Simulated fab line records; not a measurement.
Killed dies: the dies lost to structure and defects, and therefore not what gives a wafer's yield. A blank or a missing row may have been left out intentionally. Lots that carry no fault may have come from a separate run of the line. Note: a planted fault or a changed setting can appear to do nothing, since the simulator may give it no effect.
fab line records ; flow nand_harc
record lots=6; wafers=18; last_day=33
route steps=1302 shown THIN_TSV@1270 END@1301
lots that met no fault: from a run of the same line without faults
start_h: hours from the record's first day to the start of the lot's first wafer shown ; wait_h: hours from the lot's prior step to this one ; " identical to the entry in the row above ; L1.1+2: a row that stands for several wafers ; - no value present, or no start provided ; * or withheld: withheld ; < > ~ a bound
route shown NAME@n: names a module that has steps shown in the file, with the first one's number in the route ; usual: the fault-free wafers' mean and standard deviation ; same: alike in all rows ; chamber/n: place in a boat ; sites: the reading at each site ; _std_site: the standard deviation of these ; _edge_site: the outer-site mean with the inner-site mean subtracted ; radius_mm: for every site, how far away it sits from the centre of the wafer ; mask NAME#n: copy n ; behind: the most recent tool/chamber to have shaped the wafer ; hold: what put the lot on hold/how long, in hours/how the hold closed ; device: transistor that didn't switch, given as n, p or np ; end of line: tests run on the same wafers once the route is complete ; step lacking rows: just its recipe ; killed: dies lost to structure and defects at the first sort, not the wafer's yield ; map: shows each die of a wafer: x if killed, . if not, _ if none is there
set.NAME: setting as actually run; set.NAME@STEP: the setting as run at that earlier step ; model.NAME: the simulator's own value behind a step, which no gauge read
a table for each step, a row for each wafer; lots at some steps of the route
services: when a tool's chamber went out of use (start_h, in hours from the record's first day, below 0 if earlier), for how many hours, and the reason
## steps
# step NHARC_THIN_TSV_DEGAS_49
# recipe temp_c=300; time_s=120
# step NHARC_THIN_TSV_PRE_CLEAN_50
# recipe time_s=30; temp_c=280; gas=H2/He
# usual heater_power_w=407/28
lot.wafer;tool;chamber;start_h;wait_h;heater_power_w
L360.2;pvd_sputter-01;-;-;-;405
L360.3;pvd_sputter-01;-;-;-;362
L360.4;pvd_sputter-01;-;-;-;399
L368.1;pvd_sputter-03;-;-;-;441
L368.3;pvd_sputter-03;-;-;-;386
L368.4;pvd_sputter-03;-;-;-;434
L369.4;pvd_sputter-02;-;-;-;393
L369.3;pvd_sputter-02;-;-;-;427
L369.2;pvd_sputter-02;-;-;-;379
L377.2;pvd_sputter-02;-;-;-;416
L377.3;pvd_sputter-02;-;-;-;419
L377.4;pvd_sputter-02;-;-;-;430
L380.2;pvd_sputter-01;-;-;-;422
L380.1;pvd_sputter-01;-;-;-;394
L380.5;pvd_sputter-01;-;-;-;395
L382.1;pvd_sputter-03;-;-;-;429
L382.2;pvd_sputter-03;-;-;-;458
L382.5;pvd_sputter-03;-;-;-;416
# step NHARC_THIN_TSV_PVD_19
# recipe target_thk_a=200; chamber_pressure_pa=5; material=TaN
# usual throttle_valve_pct=30.1/0.9
lot.wafer;tool;chamber;start_h;wait_h;throttle_valve_pct
L360.3;pvd_sputter-01;-;-;-;30.5
L360.2;pvd_sputter-01;-;-;-;31.4
L360.4;pvd_sputter-01;-;-;-;29.1
L368.1;pvd_sputter-03;-;-;-;28.8
L368.4;pvd_sputter-03;-;-;-;28.0
L368.3;pvd_sputter-03;-;-;-;30.1
L369.4;pvd_sputter-02;-;-;-;31.3
L369.3;pvd_sputter-02;-;-;-;31.2
L369.2;pvd_sputter-02;-;-;-;30.2
L377.3;pvd_sputter-02;-;-;-;30.2
L377.2;pvd_sputter-02;-;-;-;30.0
L377.4;pvd_sputter-02;-;-;-;31.1
L380.1;pvd_sputter-01;-;-;-;29.7
L380.2;pvd_sputter-01;-;-;-;30.5
L380.5;pvd_sputter-01;-;-;-;29.4
L382.2;pvd_sputter-03;-;-;-;29.4
L382.1;pvd_sputter-03;-;-;-;29.0
L382.5;pvd_sputter-03;-;-;-;29.5
# step NHARC_THIN_TSV_PVD_51
# recipe target_thk_a=1000; chamber_pressure_pa=5; material=Cu
# usual throttle_valve_pct=30.1/0.93
lot.wafer;tool;chamber;start_h;wait_h;throttle_valve_pct
L360.4;pvd_sputter-01;-;-;-;30.4
L360.2;pvd_sputter-01;-;-;-;29.2
L360.3;pvd_sputter-01;-;-;-;30.3
L368.4;pvd_sputter-03;-;-;-;29.8
L368.1;pvd_sputter-03;-;-;-;28.9
L368.3;pvd_sputter-03;-;-;-;29.9
L369.4;pvd_sputter-02;-;-;-;31.7
L369.3;pvd_sputter-02;-;-;-;30.7
L369.2;pvd_sputter-02;-;-;-;31.4
L377.4;pvd_sputter-02;-;-;-;30.2
L377.2;pvd_sputter-02;-;-;-;31.2
L377.3;pvd_sputter-02;-;-;-;31.7
L380.1;pvd_sputter-01;-;-;-;30.2
L380.2;pvd_sputter-01;-;-;-;30.3
L380.5;pvd_sputter-01;-;-;-;30.8
L382.2;pvd_sputter-03;-;-;-;29.0
L382.1;pvd_sputter-03;-;-;-;29.3
L382.5;pvd_sputter-03;-;-;-;28.8
# step NHARC_THIN_TSV_ECD_20
# recipe target_thk_a=20000; material=Cu
# step NHARC_THIN_TSV_ANNEAL_52
# recipe temp_c=225; time_s=90
# usual anneal_temp_c_max=225.73/0.21; wafer_temp_C_max=225.86/0.23
lot.wafer;tool;chamber;start_h;wait_h;anneal_temp_c_max;wafer_temp_C_max
L360.2;rtp_anneal-02;0;539.27;0.7;225.69;225.77
L360.3;rtp_anneal-02;0;539.27;0.7;225.87;225.85
L360.4;rtp_anneal-02;0;539.27;0.7;225.78;225.98
L368.1;rtp_anneal-01;0;627.68;0.5;225.71;225.72
L368.3;rtp_anneal-01;0;627.68;0.5;225.62;225.93
L368.4;rtp_anneal-01;0;627.68;0.5;226.07;226.08
L369.2;rtp_anneal-02;0;649.80;0.7;225.25;225.75
L369.3;rtp_anneal-02;0;649.80;0.7;225.67;225.78
L369.4;rtp_anneal-02;0;649.80;0.7;225.58;225.77
L377.2;rtp_anneal-02;0;704.28;0.6;225.90;225.60
L377.3;rtp_anneal-02;0;704.28;0.6;225.72;225.65
L377.4;rtp_anneal-02;0;704.28;0.6;225.75;225.73
L380.1;rtp_anneal-01;0;753.12;0.8;226.11;225.70
L380.2;rtp_anneal-01;0;753.12;0.8;225.66;225.62
L380.5;rtp_anneal-01;0;753.12;0.8;225.83;225.68
L382.1;rtp_anneal-02;0;767.64;0.5;225.74;225.57
L382.2;rtp_anneal-02;0;767.64;0.5;225.82;225.42
L382.5;rtp_anneal-02;0;767.64;0.5;225.50;225.61
# step NHARC_THIN_TSV_CMP_21
# recipe t_overpolish_s=30; target_thk_nm=2000
# step NHARC_THIN_TSV_SRD_23
# step NHARC_THIN_TSV_DEGAS_53
# recipe temp_c=300; time_s=60
# step NHARC_THIN_TSV_PRE_CLEAN_54
# recipe time_s=30; temp_c=280; gas=H2/He
# step NHARC_THIN_TSV_PVD_55
# recipe target_thk_a=500; material=TiN
# step NHARC_THIN_TSV_PVD_24
# recipe target_thk_a=8000; power_w=withheld; chamber_pressure_pa=withheld; substrate_temp_c=withheld; time_s=withheld; gas=Ar; material=Al
lot.wafer;tool;chamber;start_h;wait_h
L360.3+4+2;pvd_sputter-03;-;540.38;0.2
L368.1+4+3;pvd_sputter-03;-;628.78;0.1
L369.4+3+2;pvd_sputter-03;-;650.85;0.1
L377.4+3+2;pvd_sputter-01;-;705.35;0.1
L380.2+1+5;pvd_sputter-01;-;754.30;0.1
L382.2+1+5;pvd_sputter-02;-;768.74;0.1
# step NHARC_THIN_TSV_DEHYDRATE_25
# recipe temp_c=150; time_s=120
# step NHARC_THIN_TSV_HMDS_26
# recipe time_s=30
# step NHARC_THIN_TSV_COAT_27
# recipe spin_rpm=*
# step NHARC_THIN_TSV_SOFTBAKE_28
# recipe temp_c=122; time_s=95
# step NHARC_THIN_TSV_EBR_29
# step NHARC_THIN_TSV_EXPOSE_30
# recipe na=0.55; dose_mj=11.47; mask_id=PAD
# step NHARC_THIN_TSV_PEB_31
# recipe peb_temp_c=118; peb_time_s=85
# step NHARC_THIN_TSV_DEVELOP_32
# recipe time_s=70
# step NHARC_THIN_TSV_CD_MEAS_33
# recipe target_cd_nm=5000; landing_energy_ev=500
# usual cd_nm=5001.2/2.2
lot.wafer;tool;chamber;start_h;wait_h;cd_nm
L360.2;cd_sem-01;0;541.20;-;5000.8
L360.3;cd_sem-01;0;541.20;-;5001.4
L360.4;cd_sem-01;0;541.20;-;5004.6
L368.1;cd_sem-01;0;629.61;-;4999.3
L368.3;cd_sem-01;0;629.61;-;5003.2
L368.4;cd_sem-01;0;629.61;-;4998.7
L369.2;cd_sem-03;0;651.70;-;5001.5
L369.3;cd_sem-03;0;651.70;-;5000.5
L369.4;cd_sem-03;0;651.70;-;4997.8
L377.2;cd_sem-01;0;706.20;-;5002.4
L377.3;cd_sem-01;0;706.20;-;5001.3
L377.4;cd_sem-01;0;706.20;-;4996.5
L380.1;cd_sem-02;0;755.09;-;5005.5
L380.2;cd_sem-02;0;755.09;-;5000.5
L380.5;cd_sem-02;0;755.09;-;5002.3
L382.1;cd_sem-03;0;769.58;-;4998.4
L382.2;cd_sem-03;0;769.58;-;4999.3
L382.5;cd_sem-03;0;769.58;-;4999.9
# step NHARC_THIN_TSV_HARDBAKE_34
# recipe temp_c=125; time_s=80
# step NHARC_THIN_TSV_DESCUM_35
# recipe time_s=3; o2_flow_sccm=200; ar_flow_sccm=0; bias_power_w=0; chemistry=O2
# usual drypump_motor_current_A=5.5/0.48; oes_product_au=1.004/0.011; rf_vpp_V=57.8/0.9; showerhead_plenum_p_Torr=1.90/0.076; throttle_valve_pct=11.311/0.0093
lot.wafer;tool;chamber;start_h;wait_h;drypump_motor_current_A;oes_product_au;rf_hours_counter_h;rf_vpp_V;showerhead_plenum_p_Torr;throttle_valve_pct
L360.3;rie_diel-09;3;541.36;-;6.1;1.005;0.6;59.6;2.02;11.296
L360.4;rie_diel-09;0;541.36;-;4.8;1.012;0.4;56.1;1.95;11.317
L360.2;rie_diel-09;1;541.36;-;6.1;1.017;0.6;58.0;1.94;11.310
L368.1;rie_diel-01;2;629.77;-;5.9;1.002;2.7;57.1;2.01;11.319
L368.4;rie_diel-01;0;629.77;-;4.9;0.998;2.9;59.4;1.88;11.309
L368.3;rie_diel-01;1;629.77;-;5.7;1.001;2.9;58.6;1.83;11.307
L369.2;rie_diel-01;3;651.85;-;4.8;0.997;3.8;57.5;2.01;11.320
L369.4;rie_diel-01;0;651.85;-;5.0;1.016;4.1;58.4;1.88;11.296
L369.3;rie_diel-01;2;651.85;-;5.9;1.001;3.7;58.2;2.01;11.323
L377.3;rie_diel-09;3;706.35;-;6.1;0.997;0.9;57.7;2.01;11.319
L377.2;rie_diel-09;1;706.35;-;6.1;1.013;0.6;58.3;1.94;11.326
L377.4;rie_diel-09;2;706.35;-;6.0;0.999;0.6;57.3;1.79;11.323
L380.2;rie_diel-09;2;755.27;-;5.9;1.002;2.9;56.7;1.79;11.318
L380.1;rie_diel-09;1;755.27;-;6.1;1.006;3.0;57.2;1.94;11.293
L380.5;rie_diel-09;1;755.27;-;6.1;0.997;-;57.6;1.94;11.317
L382.2;rie_diel-03;2;769.73;-;5.0;1.002;7.8;57.3;1.84;11.310
L382.1;rie_diel-03;1;769.73;-;5.4;1.007;7.8;58.5;1.90;11.287
L382.5;rie_diel-03;2;769.73;-;5.0;1.008;-;57.5;1.84;11.305
# step NHARC_THIN_TSV_ETCH_59
# recipe target_depth_a=8800; icp_w=900; bias_w=100; Cl2_flow_sccm=60; bcl3_flow_sccm=30; time_s=138.1; chemistry=Cl2/BCl3
# step NHARC_THIN_TSV_ETCH_36
# recipe target_depth_a=650; over_etch_frac=0.3; time_s=18.571; ion_energy_ev=150; chemistry=Cl2/BCl3
# step NHARC_THIN_TSV_STRIP_56
# recipe power_w=1500; temp_c=250; chemistry=O2
# step NHARC_THIN_TSV_STRIP_57
# recipe time_s=1200; temp_c=72.5; chemistry=post_etch_residue_remover
# step NHARC_THIN_TSV_CD_MEAS_37
# usual cd_nm=5003/4.2
lot.wafer;tool;chamber;start_h;wait_h;cd_nm
L360.2;cd_sem-02;-;542.63;-;5006
L360.3;cd_sem-02;-;542.63;-;5009
L360.4;cd_sem-02;-;542.63;-;5010
L368.1;cd_sem-02;-;631.05;-;5001
L368.3;cd_sem-02;-;631.05;-;5009
L368.4;cd_sem-02;-;631.05;-;5003
L369.2;cd_sem-02;-;653.13;-;5003
L369.3;cd_sem-02;-;653.13;-;5004
L369.4;cd_sem-02;-;653.13;-;4997
L377.2;cd_sem-03;-;707.69;-;5000
L377.3;cd_sem-03;-;707.69;-;5000
L377.4;cd_sem-03;-;707.69;-;4992
L380.1;cd_sem-02;-;756.68;-;5005
L380.2;cd_sem-02;-;756.68;-;4998
L380.5;cd_sem-02;-;756.68;-;5001
L382.1;cd_sem-03;-;771.01;-;4999
L382.2;cd_sem-03;-;771.01;-;4999
L382.5;cd_sem-03;-;771.01;-;5001
# step NHARC_THIN_TSV_ANNEAL_58
# recipe temp_c=400; time_s=1800
# step NHARC_THIN_TSV_INSPECT_40
# usual raw_defect_count=555/89
lot.wafer;tool;chamber;start_h;wait_h;raw_defect_count
L360.2;defect_inspect-02;-;546.14;0.4;638
L360.3;defect_inspect-02;-;546.14;0.4;543
L360.4;defect_inspect-02;-;546.14;0.4;561
L368.1;defect_inspect-01;-;639.76;0.4;891
L368.3;defect_inspect-01;-;639.76;0.4;951
L368.4;defect_inspect-01;-;639.76;0.4;854
L369.2;defect_inspect-02;-;657.68;0.4;974
L369.3;defect_inspect-02;-;657.68;0.4;856
L369.4;defect_inspect-02;-;657.68;0.4;769
L377.2;defect_inspect-01;-;712.27;0.4;513
L377.3;defect_inspect-01;-;712.27;0.4;520
L377.4;defect_inspect-01;-;712.27;0.4;579
L380.1;defect_inspect-01;-;759.07;0.4;574
L380.2;defect_inspect-01;-;759.07;0.4;649
L380.5;defect_inspect-01;-;759.07;0.4;589
L382.1;defect_inspect-02;-;775.54;0.4;617
L382.2;defect_inspect-02;-;775.54;0.4;524
L382.5;defect_inspect-02;-;775.54;0.4;696
# step NHARC_END_WLT_00
# usual VT_DECK1_BOTTOM=0.873/0.0088; VT_DECK1_BOTTOM_INNER=0.873/0.0087; VT_DECK1_MEDIAN_NEAR_BOTTOM=0.874/0.0085; VT_DECK1_MEDIAN_NEAR_BOTTOM_INNER=0.875/0.0089; VT_DECK1_MIDDLE=0.886/0.0075; VT_DECK1_MIDDLE_INNER=0.885/0.0077; VT_DECK1_TOP=0.897/0.0083; VT_DECK1_TOP_INNER=0.897/0.0078; VT_DECK2_BOTTOM=0.870/0.009; VT_DECK2_BOTTOM_INNER=0.870/0.0096; VT_DECK2_MEDIAN_NEAR_BOTTOM=0.871/0.0094; VT_DECK2_MEDIAN_NEAR_BOTTOM_INNER=0.871/0.0096; VT_DECK2_MIDDLE=0.883/0.0081; VT_DECK2_MIDDLE_INNER=0.884/0.0089; VT_DECK2_TOP=0.895/0.0089; VT_DECK2_TOP_INNER=0.895/0.0089
lot.wafer;tool;chamber;start_h;wait_h;VT_DECK1_BOTTOM;VT_DECK1_BOTTOM_INNER;VT_DECK1_MEDIAN_NEAR_BOTTOM;VT_DECK1_MEDIAN_NEAR_BOTTOM_INNER;VT_DECK1_MIDDLE;VT_DECK1_MIDDLE_INNER;VT_DECK1_TOP;VT_DECK1_TOP_INNER;VT_DECK2_BOTTOM;VT_DECK2_BOTTOM_INNER;VT_DECK2_MEDIAN_NEAR_BOTTOM;VT_DECK2_MEDIAN_NEAR_BOTTOM_INNER;VT_DECK2_MIDDLE;VT_DECK2_MIDDLE_INNER;VT_DECK2_TOP;VT_DECK2_TOP_INNER
L360.2;prober-02;-;546.70;0.6;0.875;0.866;0.871;0.879;0.884;0.888;0.895;0.886;0.873;0.874;0.870;0.888;0.884;0.888;0.897;0.898
L360.3;prober-02;-;546.70;0.6;0.872;0.864;0.875;0.863;0.886;0.884;0.892;0.894;0.864;0.874;0.876;0.873;0.887;0.891;0.897;0.894
L360.4;prober-02;-;546.70;0.6;0.874;0.870;0.878;0.875;0.891;0.884;0.888;0.890;0.891;0.883;0.881;0.879;0.884;0.887;0.900;0.897
L368.1;prober-02;-;639.82;0.1;0.871;0.871;0.879;0.880;0.886;0.892;0.900;0.909;0.878;0.865;0.866;0.874;0.884;0.890;0.897;0.894
L368.3;prober-02;-;640.82;1.1;0.877;0.877;0.874;0.877;0.883;0.888;0.893;0.911;0.890;0.897;0.886;0.885;0.891;0.895;0.900;0.893
L368.4;prober-02;-;640.82;1.1;0.891;0.882;0.894;0.890;0.892;0.896;0.902;0.896;0.875;0.877;0.879;0.889;0.894;0.896;0.901;0.894
L369.2;prober-02;-;658.24;0.6;0.869;0.865;0.871;0.868;0.890;0.882;0.905;0.902;0.868;0.868;0.869;0.886;0.886;0.882;0.896;0.905
L369.3;prober-02;-;658.24;0.6;0.879;0.873;0.871;0.875;0.886;0.881;0.900;0.899;0.872;0.869;0.874;0.871;0.875;0.887;0.900;0.892
L369.4;prober-02;-;658.24;0.6;0.870;0.874;0.871;0.873;0.891;0.882;0.898;0.904;0.864;0.869;0.868;0.866;0.878;0.876;0.894;0.897
L377.2;prober-02;-;712.83;0.6;0.866;0.871;0.878;0.872;0.882;0.881;0.895;0.898;0.858;0.862;0.870;0.866;0.885;0.878;0.891;0.895
L377.3;prober-02;-;712.83;0.6;0.871;0.877;0.886;0.881;0.889;0.881;0.894;0.909;0.861;0.859;0.867;0.864;0.875;0.881;0.895;0.888
L377.4;prober-02;-;712.83;0.6;0.878;0.869;0.877;0.877;0.887;0.883;0.903;0.900;0.860;0.857;0.866;0.865;0.881;0.882;0.891;0.890
L380.1;prober-01;-;766.88;7.8;0.878;0.891;0.889;0.888;0.903;0.898;0.917;0.918;0.861;0.866;0.872;0.861;0.876;0.874;0.885;0.886
L380.2;prober-01;-;766.88;7.8;0.899;0.896;0.890;0.894;0.908;0.904;0.921;0.914;0.845;0.847;0.847;0.845;0.860;0.864;0.878;0.889
L380.5;prober-01;-;768.88;9.8;0.876;0.885;0.883;0.883;0.905;0.893;0.912;0.910;0.865;0.859;0.855;0.858;0.865;0.868;0.885;0.892
L382.1;prober-01;-;775.58;0.0;0.872;0.875;0.876;0.881;0.882;0.885;0.882;0.892;0.864;0.866;0.876;0.866;0.876;0.880;0.898;0.895
L382.2;prober-01;-;775.58;0.0;0.863;0.869;0.867;0.869;0.879;0.878;0.897;0.896;0.869;0.860;0.861;0.863;0.873;0.877;0.897;0.895
L382.5;prober-01;-;777.57;2.0;0.863;0.871;0.873;0.875;0.879;0.887;0.890;0.885;0.863;0.858;0.865;0.866;0.879;0.875;0.884;0.894
# step NHARC_END_SORT_01
# recipe temp_c=25
# usual defect_limited_yield=91.5/2.5; killed_at_array=52/17; killed_at_other=1.2/1.4; killed_at_periphery=4.7/2.9; killed_dies=58/17; killed_open=3.2/1.9; killed_short=2.4/1.4; sort_bin_2_pct=3.0/1.1; sort_bin_3_pct=0.6/0.37; sort_bin_4_pct=4.8/1.4; sort_n_pass=619/17; sort_rim_yield_pct=90/4.9; sort_yield_pct=91.5/2.5
# same gross_dies=677; sort_bin_5_pct[%]=0; sort_bin_6_pct[%]=0; sort_bin_7_pct[%]=0; sort_bin_8_pct[%]=0; sort_rim_n_gross=106.00
lot.wafer;tool;chamber;start_h;wait_h;defect_limited_yield[%];killed_at_array;killed_at_other;killed_at_periphery;killed_dies;killed_open;killed_short;sort_bin_2_pct[%];sort_bin_3_pct[%];sort_bin_4_pct[%];sort_n_pass;sort_rim_yield_pct[%];sort_yield_pct[%]
L368.1;prober-02;0;642.83;2.5;77.7;76;70;5;151;4;4;9.0;3.7;9.6;526;78;77.7
L368.3;prober-02;0;644.43;3.1;83.3;37;74;2;113;3;1;7.4;1.9;7.4;564;90;83.3
L368.4;prober-02;0;645.23;3.4;75.5;96;67;3;166;1;5;10.3;2.8;11.4;511;83;75.5
L369.2;prober-02;0;661.52;2.8;77.4;73;73;7;153;1;3;9.2;3.5;9.9;524;78;77.4
L369.3;prober-02;0;662.32;3.1;74.2;93;78;4;175;5;2;9.2;3.7;13.0;502;75;74.2
L369.4;prober-02;0;663.12;3.4;79.0;65;71;6;142;3;2;9.2;1.9;9.9;535;82;79.0
# killed by level:class
L368.1 THIN_TSV:unspecified=70 A_CHANNEL_HOLE_D2:chamber_film_flake=27 A_CHANNEL_HOLE_D1:chamber_film_flake=19 A_SLIT:chamber_film_flake=17 A_CONTACT:chamber_film_flake=5 P_GATE:chamber_film_flake=4 A_ONON_D1:geometric_particle:short=2 A_ONON_D2:geometric_particle:open=2
L368.3 THIN_TSV:unspecified=74 A_SLIT:chamber_film_flake=13 A_CHANNEL_HOLE_D2:chamber_film_flake=12 A_CHANNEL_HOLE_D1:chamber_film_flake=6 A_DECK1_JOINT:chamber_film_flake=2 P_M0:geometric_particle:open=1 A_SOURCE_PLATE:geometric_particle:short=1 A_ONON_D2:geometric_particle:open=1
L368.4 THIN_TSV:unspecified=67 A_SLIT:chamber_film_flake=41 A_CHANNEL_HOLE_D2:chamber_film_flake=24 A_CHANNEL_HOLE_D1:chamber_film_flake=19 A_CONTACT:chamber_film_flake=3 A_DECK1_JOINT:chamber_film_flake=2 P_CONTACT:geometric_particle:short=1 A_ONON_D2:geometric_particle:short=1
L369.2 THIN_TSV:unspecified=67 A_CHANNEL_HOLE_D1:chamber_film_flake=31 A_SLIT:chamber_film_flake=23 A_CHANNEL_HOLE_D2:chamber_film_flake=6 THIN_TSV:chamber_film_flake=6 A_CONTACT:chamber_film_flake=5 A_BLC:chamber_film_flake=4 P_GATE:chamber_film_flake=3
L369.3 THIN_TSV:unspecified=75 A_SLIT:chamber_film_flake=32 A_CHANNEL_HOLE_D1:chamber_film_flake=30 A_CHANNEL_HOLE_D2:chamber_film_flake=13 A_CONTACT:chamber_film_flake=7 P_GATE:chamber_film_flake=3 THIN_TSV:chamber_film_flake=3 A_ONON_D1:geometric_particle:short=1
L369.4 THIN_TSV:unspecified=70 A_CHANNEL_HOLE_D2:chamber_film_flake=20 A_SLIT:chamber_film_flake=19 A_CHANNEL_HOLE_D1:chamber_film_flake=11 P_GATE:chamber_film_flake=4 A_CONTACT:chamber_film_flake=4 A_CHANNEL_FILL_D1:geometric_particle:short=2 A_CHANNEL_HOLE_D2:geometric_particle:open=2
# map L368.4 (x killed, . not)
____________.____________
_________......._________
_______..........._______
______.............______
_____x.............._____
____xxxx.............____
____xxxx.............____
___xxxxx..............___
___.xxx.............x.___
__.xxxxx...............__
__x..x..x.....x.x..x...__
_.x.........x..........._
_..........x.x...xxx.x.._
_..x....xxxx......xxxxxx_
_.........xx.xx..xxxxxx._
_.......x.xxxxx.xxxxxxxx_
.........xxxx..x.xxxxxxxx
.........xx.xxx..xxxxxxx.
..........xxx.x.xxxxxxxx.
........xxxxx.....xxxxxx.
........xxx.x.....xxxxxx.
_.x...x..x....x...xxxx.._
_..................xx..x_
_..................xxx.._
_.....x....x............_
_......................._
__.....................__
__...x.................__
___..............x....___
___.x.................___
____.................____
____.....x...........____
_____......xx......._____
______....xxx......______
_______....xxxx..._______
_________xxxxxx._________
____________x____________
# map L369.3 (x killed, . not)
____________.____________
_________.....xx_________
_______.x........._______
______.x...........______
_____x.x......x....._____
____xxx...........x..____
____xxx....x.........____
___xxxxx.x............___
___xxxxx..............___
__xxxxxx..........x....__
__.x..x....x...........__
_................xxxx.x._
_....xx...xx.......x.xx._
_........xx.xx...xxxx.x._
_........xxxxx...xxxxxxx_
_........xx.xx.xx.xxxxxx_
..........xxxxx.xxxxxxxx.
...........xxx..xxxxxxx.x
..........x..x...xxxxxxx.
.........xxxxx...xxxxxxx.
..x......xx.x....xxxxxx..
_...............xxx..x.._
_x................xxxxx._
_..........x.xx.....x..x_
_......xx..............._
_.....xx................_
__x..x.................__
__.....................__
___...x....x..........___
___.........x.......x.___
____.........x..x....____
____.................____
_____.........x...xx_____
______........x.x.x______
_______.......xx.x_______
_________.....xx_________
____________x____________
## services
tool;chamber;start_h;hours;kind
rie_diel-01;3;522.29;6.8;repair
pvd_sputter-03;-;524.13;2.9;repair
pvd_sputter-03;-;527.05;10.0;pm
rie_diel-09;0;530.60;-;clean
pvd_sputter-02;-;538.09;5.6;repair
rie_diel-01;-;557.80;9.0;pm
pvd_sputter-01;-;559.20;3.8;repair
rie_diel-03;1;565.57;12.8;repair
pvd_sputter-01;-;590.41;10.0;pm
pvd_sputter-01;-;619.70;1.6;repair
rie_diel-03;-;635.71;9.0;pm
pvd_sputter-02;-;656.25;10.0;pm
rie_diel-03;-;670.81;2.5;repair
rie_diel-01;2;673.23;7.2;repair
rie_diel-09;-;674.10;9.0;pm
rie_diel-03;1;689.01;3.2;repair
pvd_sputter-03;-;689.77;6.9;repair
rie_diel-01;3;698.22;6.4;repair
pvd_sputter-03;-;705.10;10.0;pm
pvd_sputter-02;-;718.56;2.4;repair
rie_diel-01;-;734.80;9.0;pm
rie_diel-09;0;735.63;28.1;repair
rtp_anneal-02;-;744.00;12.0;pm
pvd_sputter-01;-;768.41;10.0;pm
## key
first_sign step=NHARC_THIN_TSV_INSPECT_40; reading=raw_defect_count; direction=up; sigmas=3.7; usual=555; struck=882
effect step=NHARC_END_SORT_01; reading=killed_at_other; direction=up; sigmas=53; usual=1.2; struck=72.2
more_kills_born_at NHARC_THIN_TSV_PVD_24@pvd_sputter-03=423
met_at NHARC_THIN_TSV_PVD_24
struck_wafers L368.1,L368.3,L368.4,L369.2,L369.3,L369.4
onset_between 540.38 628.78
also_fits NHARC_THIN_TSV_DESCUM_35:rie_diel-01
fault kind=chamber_particle_source; tool=pvd_sputter-03; chamber=-; onset_h=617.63; steps=NHARC_THIN_TSV_PVD_24; rate_per_visit_cm2=0.44252; end_h=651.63
